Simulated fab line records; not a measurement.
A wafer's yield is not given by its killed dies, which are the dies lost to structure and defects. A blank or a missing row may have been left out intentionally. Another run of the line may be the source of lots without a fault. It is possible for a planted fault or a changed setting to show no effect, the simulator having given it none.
fab line records	flow nandHarc
[record] lots = 12	wafers = 36	lastDay = 24
route steps=1159 shown P_M0@274 P_M1@295 END@1159
lots with no fault: from the same line, run without faults
startH: hours from the record's opening day to when the first of the lot's shown wafers began	waitH: hours from the lot's prior step to this one	" as in the row above	L1.1+2: one row covering several wafers at once	- no value present, or no start provided	* or withheld: withheld	< > ~ a bound
route shown NAME@n: NAME is a module with steps in the file, n the number in the route of the first one	usual: average and standard deviation across the fault-free wafers	same: alike in all rows	chamber/n: place in a boat	sites: each site's reading	_std_site: how widely they spread, as a standard deviation	_edge_site: outer sites' mean less inner sites'	radiusMm: for every site, how far away it sits from the centre of the wafer	mask NAME#n: copy n	behind: the tool/chamber that last shaped the wafer	hold: why the lot went on hold/how many hours it stayed there/how the hold came to an end	device: whichever transistor did not switch (one of n, p or np)	end of line: the same wafers' tests at the end of the route	step lacking rows: just its recipe	killed: dies that structure and defects cost at the first sort, which is not the same as the wafer's yield	map: shows each die of a wafer: x if killed, . if not, _ if none is there
set.NAME: the setting that was run; set.NAME@STEP: the one run at that earlier step	model.NAME: the simulator's own value behind a step, which no gauge read
the route's steps for a sample of lots (tables are steps, rows are wafers)
services: from which hour (startH, from the record's first day; less than 0 if before it) a tool's chamber was out of use, for how many hours, and why
[[steps]]
[step NHARC_P_M0_PVD_20]
[recipe] targetThkA = 50	biasV = 168.6	powerW = 15000	chamberPressurePa = 0.12	timeS = 8.06	substrateTempC = 50	material = TaN
[usual] biasV = 168.6/1.7	throttleValvePct = 30.2/1
lot.wafer	tool	chamber	startH	waitH	biasV	throttleValvePct
L995.2	pvdSputter-02	-	-	-	171.4	30.1
L995.3	"	-	"	"	170.5	29.7
L995.6	"	-	"	"	169.5	30.1
L994.4	pvdSputter-01	-	-	-	165.7	29.8
L994.3	"	-	"	"	166.2	29.7
L994.5	"	-	"	"	167.7	32.0
L996.3	pvdSputter-01	-	-	-	169.9	31.5
L996.4	"	-	"	"	166.1	31.9
L996.2	"	-	"	"	168.7	29.8
L998.1	pvdSputter-02	-	-	-	167.6	30.1
L998.2	"	-	"	"	168.3	30.0
L998.6	"	-	"	"	167.7	30.0
L999.1	pvdSputter-03	-	-	-	172.8	28.5
L999.2	"	-	"	"	168.9	28.6
L999.5	"	-	"	"	168.7	28.6
L102.4	pvdSputter-03	-	-	-	169.1	31.2
L102.1	"	-	"	"	167.2	31.0
L102.5	"	-	"	"	167.2	28.7
L103.2	pvdSputter-03	-	-	-	168.8	28.2
L103.3	"	-	"	"	168.9	29.1
L103.6	"	-	"	"	169.6	31.1
L105.2	pvdSputter-01	-	-	-	168.0	31.3
L105.4	"	-	"	"	167.0	31.6
L105.5	"	-	"	"	167.9	31.4
L106.2	pvdSputter-02	-	-	-	168.0	29.8
L106.6	"	-	"	"	166.3	30.3
L106.5	"	-	"	"	169.3	29.8
L111.1	pvdSputter-03	-	-	-	168.7	28.7
L111.2	"	-	"	"	168.1	31.1
L111.5	"	-	"	"	168.3	31.0
L116.4	pvdSputter-02	-	-	-	168.7	29.6
L116.2	"	-	"	"	165.7	30.7
L116.5	"	-	"	"	164.6	29.6
L117.4	pvdSputter-01	-	-	-	170.5	31.5
L117.3	"	-	"	"	167.8	30.7
L117.5	"	-	"	"	168.8	31.4
[step NHARC_P_M0_PVD_21]
[recipe] targetThkA = 300	chamberPressurePa = 5	powerW = 5000	substrateTempC = 30	timeS = 20.49	material = Cu
[usual] throttleValvePct = 30.2/1
lot.wafer	tool	chamber	startH	waitH	throttleValvePct
L995.2	pvdSputter-02	-	-	-	30.1
L995.3	"	-	"	"	30.4
L995.6	"	-	"	"	30.1
L994.3	pvdSputter-01	-	-	-	31.5
L994.4	"	-	"	"	30.1
L994.5	"	-	"	"	29.5
L996.3	pvdSputter-01	-	-	-	31.8
L996.4	"	-	"	"	29.9
L996.2	"	-	"	"	31.6
L998.2	pvdSputter-02	-	-	-	30.3
L998.1	"	-	"	"	29.7
L998.6	"	-	"	"	30.1
L999.2	pvdSputter-03	-	-	-	28.3
L999.1	"	-	"	"	28.3
L999.5	"	-	"	"	28.3
L102.4	pvdSputter-03	-	-	-	28.5
L102.1	"	-	"	"	28.5
L102.5	"	-	"	"	28.9
L103.2	pvdSputter-03	-	-	-	28.6
L103.3	"	-	"	"	31.0
L103.6	"	-	"	"	31.1
L105.2	pvdSputter-01	-	-	-	31.4
L105.4	"	-	"	"	30.5
L105.5	"	-	"	"	31.4
L106.2	pvdSputter-02	-	-	-	29.9
L106.5	"	-	"	"	30.8
L106.6	"	-	"	"	30.2
L111.1	pvdSputter-03	-	-	-	31.2
L111.2	"	-	"	"	28.7
L111.5	"	-	"	"	31.1
L116.2	pvdSputter-02	-	-	-	31.0
L116.4	"	-	"	"	30.5
L116.5	"	-	"	"	29.6
L117.3	pvdSputter-01	-	-	-	30.8
L117.4	"	-	"	"	30.1
L117.5	"	-	"	"	30.9
[step NHARC_P_M0_CMP_23]
[recipe] tOverpolishS = 20	targetThkNm = 117.53
[usual] motorCurrentA = 12.1/1.2	slurryFilterDpKPa = 13.52/0.14	timeToEndpointS = 28.0/2.9
lot.wafer	tool	chamber	startH	waitH	motorCurrentA	slurryFilterDpKPa	timeToEndpointS
L995.2	cmp-03	1	119.39	-	13.7	13.50	23.3
L995.3	"	2	"	"	10.2	13.58	27.7
L995.6	"	3	"	"	12.7	13.55	31.2
L994.4	cmp-01	1	119.72	-	10.9	13.56	26.3
L994.3	"	2	"	"	13.3	13.72	26.2
L994.5	"	2	"	"	13.4	13.49	27.5
L996.3	cmp-01	1	136.92	-	11.6	13.35	27.0
L996.2	"	2	"	"	13.2	13.57	27.3
L996.4	"	3	"	"	11.7	13.77	24.2
L998.2	cmp-03	2	147.30	-	10.2	13.21	26.2
L998.1	"	0	"	"	12.2	13.32	24.2
L998.6	"	2	"	"	10.7	13.54	26.5
L999.2	cmp-03	1	148.33	-	13.6	13.56	23.1
L999.1	"	2	"	"	10.4	13.55	26.4
L999.5	"	3	"	"	12.4	13.61	29.0
L102.1	cmp-01	2	170.52	-	12.6	13.49	27.7
L102.4	"	3	"	"	11.2	13.55	26.9
L102.5	"	1	"	"	11.0	13.82	28.6
L103.2	cmp-01	1	171.13	-	11.7	13.49	25.8
L103.3	"	2	"	"	12.7	13.41	27.5
L103.6	"	1	"	"	11.5	13.57	25.7
L105.2	cmp-03	3	179.92	-	12.4	13.56	29.4
L105.4	"	2	"	"	10.2	13.85	27.5
L105.5	"	0	"	"	12.2	13.39	23.0
L106.2	cmp-01	2	190.73	-	13.0	13.34	28.6
L106.6	"	2	"	"	12.5	13.62	29.7
L106.5	"	3	"	"	11.7	13.53	28.7
L111.2	cmp-02	2	217.93	-	13.4	13.57	29.9
L111.1	"	0	"	"	11.6	13.32	28.9
L111.5	"	2	"	"	14.5	13.58	30.5
L116.4	cmp-03	0	251.62	-	12.7	13.74	30.4
L116.2	"	2	"	"	10.2	13.31	31.2
L116.5	"	0	"	"	12.1	13.57	26.2
L117.3	cmp-03	2	259.60	-	10.2	13.59	24.3
L117.4	"	0	"	"	13.0	13.65	22.8
L117.5	"	2	"	"	10.3	13.55	27.2
[step NHARC_P_M1_CD_MEAS_09]
[recipe] targetCdNm = 130	landingEnergyEv = 500
[usual] cdNm = 130.0/0.54
lot.wafer	tool	chamber	startH	waitH	cdNm
L995.2	cdSem-02	0	121.56	-	130.2
L995.3	"	0	"	"	129.2
L995.6	"	0	"	"	130.0
L994.3	cdSem-03	0	121.72	-	130.6
L994.4	"	0	"	"	130.8
L994.5	"	0	"	"	129.6
L996.2	cdSem-01	0	138.80	-	130.0
L996.3	"	0	"	"	130.7
L996.4	"	0	"	"	129.5
L998.1	cdSem-03	0	149.17	-	129.1
L998.2	"	0	"	"	129.4
L998.6	"	0	"	"	129.2
L999.1	cdSem-02	0	150.02	-	130.6
L999.2	"	0	"	"	130.6
L999.5	"	0	"	"	130.1
L102.1	cdSem-03	0	172.44	-	129.0
L102.4	"	0	"	"	129.3
L102.5	"	0	"	"	129.4
L103.2	cdSem-03	0	173.07	-	129.3
L103.3	"	0	"	"	130.0
L103.6	"	0	"	"	130.7
L105.2	cdSem-03	0	181.92	-	129.7
L105.4	"	0	"	"	129.7
L105.5	"	0	"	"	130.6
L106.2	cdSem-03	0	192.63	-	129.7
L106.5	"	0	"	"	130.4
L106.6	"	0	"	"	130.4
L111.1	cdSem-02	0	219.77	-	130.0
L111.2	"	0	"	"	129.7
L111.5	"	0	"	"	130.1
L116.2	cdSem-02	0	253.75	-	130.5
L116.4	"	0	"	"	129.4
L116.5	"	0	"	"	129.5
L117.3	cdSem-01	0	261.61	-	129.9
L117.4	"	0	"	"	130.8
L117.5	"	0	"	"	130.5
[step NHARC_P_M1_INSPECT_11]
[usual] rawDefectCount = 4.3/2.6
lot.wafer	tool	chamber	startH	waitH	rawDefectCount
L995.2	defectInspect-01	-	121.68	0.0	6
L995.3	"	-	"	"	4
L995.6	"	-	"	"	7
L994.3	defectInspect-01	-	121.84	0.0	7
L994.4	"	-	"	"	3
L994.5	"	-	"	"	3
L996.2	defectInspect-01	-	138.93	0.0	4
L996.3	"	-	"	"	6
L996.4	"	-	"	"	6
L998.1	defectInspect-02	-	149.30	0.0	5
L998.2	"	-	"	"	2
L998.6	"	-	"	"	3
L999.1	defectInspect-02	-	150.15	0.0	4
L999.2	"	-	"	"	1
L999.5	"	-	"	"	0
L102.1	defectInspect-02	-	172.57	0.0	2
L102.4	"	-	"	"	3
L102.5	"	-	"	"	4
L103.2	defectInspect-02	-	173.19	0.0	1
L103.3	"	-	"	"	1
L103.6	"	-	"	"	4
L105.2	defectInspect-01	-	182.05	0.0	4
L105.4	"	-	"	"	3
L105.5	"	-	"	"	3
L106.2	defectInspect-01	-	192.75	0.0	2
L106.5	"	-	"	"	7
L106.6	"	-	"	"	4
L111.1	defectInspect-01	-	219.89	0.0	3
L111.2	"	-	"	"	4
L111.5	"	-	"	"	4
L116.2	defectInspect-01	-	253.87	0.0	361
L116.4	"	-	"	"	3
L116.5	"	-	"	"	2
L117.3	defectInspect-02	-	261.73	0.0	390
L117.4	"	-	"	"	2
L117.5	"	-	"	"	351
[step NHARC_END_SORT_01]
[recipe] tempC = 25
[usual] defectLimitedYield = 95.4/1.5	killedAtArray = 27/9.9	killedAtOther = 0.6/0.84	killedAtPeriphery = 3.7/2.5	killedDies = 31/9.9	killedOpen = 3.0/1.6	killedShort = 1.9/1.2	sort_bin_2_pct = 1.5/0.6	sort_bin_3_pct = 0.26/0.21	sort_bin_4_pct = 2.9/0.98	sortNPass = 646/9.9	sortRimYieldPct = 96.3/2.4	sortYieldPct = 95.4/1.5
[same] grossDies = 677	sort_bin_5_pct[%] = 0	sort_bin_6_pct[%] = 0	sort_bin_7_pct[%] = 0	sort_bin_8_pct[%] = 0	sortRimNGross = 106.00
lot.wafer	tool	chamber	startH	waitH	defectLimitedYield[%]	killedAtArray	killedAtOther	killedAtPeriphery	killedDies	killedOpen	killedShort	sort_bin_2_pct[%]	sort_bin_3_pct[%]	sort_bin_4_pct[%]	sortNPass	sortRimYieldPct[%]	sortYieldPct[%]
L105.2	prober-01	0	503.23	2.8	93.6	35	1	7	43	5	1	1.8	0.15	4.4	634	96.2	93.6
L105.4	prober-01	0	504.84	3.4	93.5	38	2	4	44	6	4	1.6	0.74	4.1	633	96.2	93.5
L105.5	prober-01	0	505.64	3.7	94.2	35	0	4	39	6	2	1.8	0.44	3.5	638	96.2	94.2
L103.2	prober-02	0	509.94	2.8	96.9	15	0	6	21	5	3	0.4	0	2.7	656	96.2	96.9
L103.3	prober-02	0	510.75	3.1	96.9	15	1	5	21	2	3	1.0	0.15	1.9	656	99.1	96.9
L103.6	prober-02	0	513.16	4.0	95.9	15	1	12	28	4	2	1.5	0.30	2.4	649	98.1	95.9
L116.2	prober-02	0	559.12	2.8	56.4	30	0	265	295	2	2	12.7	2.95	27.9	382	60.4	56.4
L116.4	prober-02	0	560.73	3.4	94.2	36	0	3	39	4	0	1.0	0.44	4.3	638	94.3	94.2
L116.5	prober-02	0	561.53	3.7	93.9	36	0	5	41	4	3	1.2	0.44	4.4	636	96.2	93.9
L117.3	prober-01	0	574.62	3.2	57.8	15	0	271	286	2	1	14.3	2.51	25.4	391	50.0	57.8
L117.4	prober-01	0	575.45	3.5	97.0	19	0	1	20	1	1	0.4	0	2.5	657	99.1	97.0
L117.5	prober-01	0	576.29	3.8	60.4	12	0	256	268	2	1	12.6	3.10	23.9	409	58.5	60.4
// killed by level:class
L105.2 A_SLIT:chamberFilmFlake=17 A_STAIRCASE:chamberFilmFlake=6 A_CHANNEL_HOLE_D1:chamberFilmFlake=4 P_GATE:geometricParticle:open=3 P_M1:chamberFilmFlake=2 A_ZERO_WELL:chamberFilmFlake=2 A_CONTACT:chamberFilmFlake=2 P_CONTACT:geometricParticle:open=1
L105.4 A_SLIT:chamberFilmFlake=14 A_CONTACT:chamberFilmFlake=6 A_CHANNEL_HOLE_D1:chamberFilmFlake=5 P_M0:geometricParticle:open=2 A_CONTACT:geometricParticle:short=2 STARTING-WAFER:geometricParticle:open=2 A_STAIRCASE:chamberFilmFlake=2 A_SGD_CUT:chamberFilmFlake=2
L105.5 A_SLIT:chamberFilmFlake=14 A_STAIRCASE:chamberFilmFlake=6 A_CONTACT:chamberFilmFlake=4 A_CHANNEL_HOLE_D1:chamberFilmFlake=3 P_CONTACT:geometricParticle:open=2 A_M0:geometricParticle:open=2 A_M1:geometricParticle:open=2 A_CHANNEL_HOLE_D1:geometricParticle:short=1
L103.2 A_CHANNEL_HOLE_D1:chamberFilmFlake=6 P_M1:chamberFilmFlake=4 P_CONTACT:geometricParticle:open=2 A_CHANNEL_FILL_D1:geometricParticle:open=2 A_ONON_D1:geometricParticle:open=1 A_CHANNEL_FILL_D1:geometricParticle:short=1 A_CONTACT:geometricParticle:short=1 A_M1:geometricParticle:short=1
L103.3 P_M1:chamberFilmFlake=4 A_STAIRCASE:chamberFilmFlake=4 A_WL_FILL:chamberFilmFlake=3 A_CONTACT:chamberFilmFlake=3 A_M0:geometricParticle:open=2 A_WL_FILL:geometricParticle:short=1 A_M1:geometricParticle:short=1 STARTING-WAFER:geometricParticle:short=1
L103.6 P_M1:chamberFilmFlake=6 A_STAIRCASE:chamberFilmFlake=6 A_CHANNEL_HOLE_D1:chamberFilmFlake=5 P_CONTACT:geometricParticle:short=2 A_CONTACT:chamberFilmFlake=2 P_CONTACT:geometricParticle:open=1 P_M2:geometricParticle:open=1 P_BONDPAD:geometricParticle:open=1
L116.2 P_M0:unspecified=264 A_SLIT:chamberFilmFlake=14 A_CHANNEL_HOLE_D1:chamberFilmFlake=5 A_STAIRCASE:chamberFilmFlake=3 P_M0:geometricParticle:short=1 A_WL_FILL:geometricParticle:short=1 A_WL_FILL:geometricParticle:open=1 A_M1:geometricParticle:open=1
L116.4 A_SLIT:chamberFilmFlake=17 A_CHANNEL_HOLE_D1:chamberFilmFlake=7 A_STAIRCASE:chamberFilmFlake=6 A_CHANNEL_FILL_D1:chamberFilmFlake=3 P_GATE:geometricParticle:open=2 A_CONTACT:geometricParticle:open=2 P_GATE:chamberFilmFlake=1 A_M0:chamberFilmFlake=1
L116.5 A_SLIT:chamberFilmFlake=20 A_CHANNEL_HOLE_D1:chamberFilmFlake=4 A_STAIRCASE:chamberFilmFlake=4 A_ONON_D1:geometricParticle:open=2 A_CHANNEL_FILL_D1:chamberFilmFlake=2 A_M0:chamberFilmFlake=2 P_GATE:geometricParticle:short=1 P_CONTACT:geometricParticle:open=1
L117.3 P_M0:unspecified=269 A_STAIRCASE:chamberFilmFlake=4 A_CHANNEL_HOLE_D1:unspecified=3 A_CONTACT:chamberFilmFlake=3 A_M1:chamberFilmFlake=2 P_CONTACT:geometricParticle:open=1 A_ONON_D1:geometricParticle:open=1 A_M1:geometricParticle:short=1
L117.4 A_STAIRCASE:chamberFilmFlake=6 A_CONTACT:chamberFilmFlake=5 A_WL_FILL:chamberFilmFlake=2 A_M1:chamberFilmFlake=2 P_M0:geometricParticle:open=1 A_WL_FILL:geometricParticle:short=1 A_ZERO_WELL:chamberFilmFlake=1 A_CHANNEL_HOLE_D1:chamberFilmFlake=1
L117.5 P_M0:unspecified=255 A_CONTACT:chamberFilmFlake=5 A_STAIRCASE:chamberFilmFlake=4 P_BONDPAD:geometricParticle:open=1 A_ONON_D1:geometricParticle:short=1 A_CHANNEL_FILL_D1:geometricParticle:open=1 A_CHANNEL_HOLE_D1:unspecified=1
[[services]]
tool	chamber	startH	hours	kind
pvdSputter-03	-	102.00	10.0	pm
cmp-02	-	128.50	4.0	pm
cmp-02	-	132.50	-	consumableReplace:conditioner
cmp-01	-	138.73	0.3	repair
pvdSputter-03	-	144.05	0.7	repair
cmp-02	-	154.54	0.5	repair
cmp-03	-	156.09	4.0	pm
pvdSputter-01	-	158.00	10.0	pm
cmp-03	-	160.09	-	consumableReplace:conditioner
cmp-03	-	160.09	-	consumableReplace:pad
cmp-01	-	179.61	4.0	pm
cmp-01	-	183.61	-	consumableReplace:conditioner
cmp-01	-	183.61	-	consumableReplace:pad
cmp-03	-	192.99	1.1	repair
cmp-03	-	212.43	3.1	repair
pvdSputter-02	-	214.12	10.0	pm
cmp-02	-	226.50	4.0	pm
cmp-03	-	230.66	1.6	repair
cmp-02	-	239.07	0.5	repair
cmp-01	-	251.96	0.5	repair
cmp-03	-	254.09	4.0	pm
cmp-01	-	254.54	2.0	repair
cmp-03	-	258.09	-	consumableReplace:conditioner
cmp-03	-	258.09	-	consumableReplace:pad
[[key]]
[firstSign] step = NHARC_P_M1_INSPECT_11	reading = rawDefectCount	direction = up	sigmas = 99+	usual = 4.3	struck = 367.3
[effect] step = NHARC_END_SORT_01	reading = killedAtPeriphery	direction = up	sigmas = 99+	usual = 3.7	struck = 264
[moreKillsBornAt] NHARC_P_M0_CMP_23@cmp-03 = 788
metAt NHARC_P_M0_CMP_23
struckLots L116,L117
struckWafers L116.2,L117.3,L117.5
[loopTrim] step = NHARC_P_M0_EXPOSE_06	setting = dose	lots = L117
notActingAt NHARC_P_M0_PVD_20,NHARC_P_M0_PVD_21,NHARC_P_M1_CD_MEAS_09
onsetBetween 179.92 251.62
[fault] kind = chamberParticleSource	tool = cmp-03	chamber = 2	onsetH = 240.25	steps = NHARC_P_M0_CMP_23	ratePerVisitCm2 = 0.56217	endH = 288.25
// loopTrim: a control loop set the setting to another value than it would have without faults
